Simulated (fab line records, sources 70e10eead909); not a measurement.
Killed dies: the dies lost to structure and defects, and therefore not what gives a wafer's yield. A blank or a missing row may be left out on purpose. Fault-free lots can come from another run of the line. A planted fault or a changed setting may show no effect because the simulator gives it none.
Chamber matching / flow nand-harc / NHARC_P_M1_CMP_23 on cmp-01: 4 sister chambers
The step polishes, t overpolish 20 s, target thk 157.82 nm. 8 wafers are shown with their chamber, then 10 later ones without.

WAFERS PAIRED WITH THEIR CHAMBERS
wafer=L088.3; chamber=3; motor-current-A (A)=13.6; time-to-endpoint-s (s)=29.9
wafer=L088.4; chamber=2; motor-current-A (A)=13.3; time-to-endpoint-s (s)=30.7
wafer=L088.6; chamber=2; motor-current-A (A)=13.9; time-to-endpoint-s (s)=26.6
wafer=L090.3; chamber=1; motor-current-A (A)=13.2; time-to-endpoint-s (s)=34.4
wafer=L090.4; chamber=3; motor-current-A (A)=13.4; time-to-endpoint-s (s)=33.4
wafer=L090.5; chamber=0; motor-current-A (A)=10.2; time-to-endpoint-s (s)=29.2
wafer=L091.3; chamber=0; motor-current-A (A)=10.5; time-to-endpoint-s (s)=28.2
wafer=L091.5; chamber=1; motor-current-A (A)=14.3; time-to-endpoint-s (s)=31.4

WAFERS WHOSE CHAMBER IS MISSING
wafer=L091.6; motor-current-A (A)=10.2; time-to-endpoint-s (s)=31.2
wafer=L094.2; motor-current-A (A)=13.8; time-to-endpoint-s (s)=30.9
wafer=L094.3; motor-current-A (A)=10.6; time-to-endpoint-s (s)=29.2
wafer=L094.6; motor-current-A (A)=13.2; time-to-endpoint-s (s)=33.0
wafer=L094.1; motor-current-A (A)=13.6; time-to-endpoint-s (s)=31.1
wafer=L094.4; motor-current-A (A)=13.5; time-to-endpoint-s (s)=30.6
wafer=L094.5; motor-current-A (A)=10.7; time-to-endpoint-s (s)=29.0
wafer=L097.1; motor-current-A (A)=13.4; time-to-endpoint-s (s)=32.9
wafer=L097.5; motor-current-A (A)=10.4; time-to-endpoint-s (s)=30.0
wafer=L097.6; motor-current-A (A)=14.3; time-to-endpoint-s (s)=32.2

THE CHAMBER EACH PASSED THROUGH
wafer=L091.6; from the rows above=0; in truth=0
wafer=L094.2; from the rows above=can't be placed: 3 or 1 or 2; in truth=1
wafer=L094.3; from the rows above=0; in truth=0
wafer=L094.6; from the rows above=can't be placed: 3 or 1 or 2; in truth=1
wafer=L094.1; from the rows above=can't be placed: 3 or 1 or 2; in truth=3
wafer=L094.4; from the rows above=can't be placed: 3 or 2 or 1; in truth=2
wafer=L094.5; from the rows above=0; in truth=0
wafer=L097.1; from the rows above=can't be placed: 3 or 1 or 2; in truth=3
wafer=L097.5; from the rows above=0; in truth=0
wafer=L097.6; from the rows above=can't be placed: 1 or 3 or 2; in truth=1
Correct placement for 4 of the 10. Not placeable from these rows: 6 (in 6, the candidates include the true chamber). Wrongly placed: 0.
How it was worked out, from the rows above alone: a wafer's distance from a chamber is the root of the sum, over the readings, of the square of ((its reading less the chamber's mean) divided by the reading's scatter). If the next closest chamber is less than 2 further off than the closest, the wafer can't be placed; otherwise it belongs to the closest. A chamber's mean is the mean of its shown wafers. The scatter is the square root of a quotient: the sum, over the shown wafers, of each reading's squared deviation from its chamber's mean, divided by wafers minus chambers.
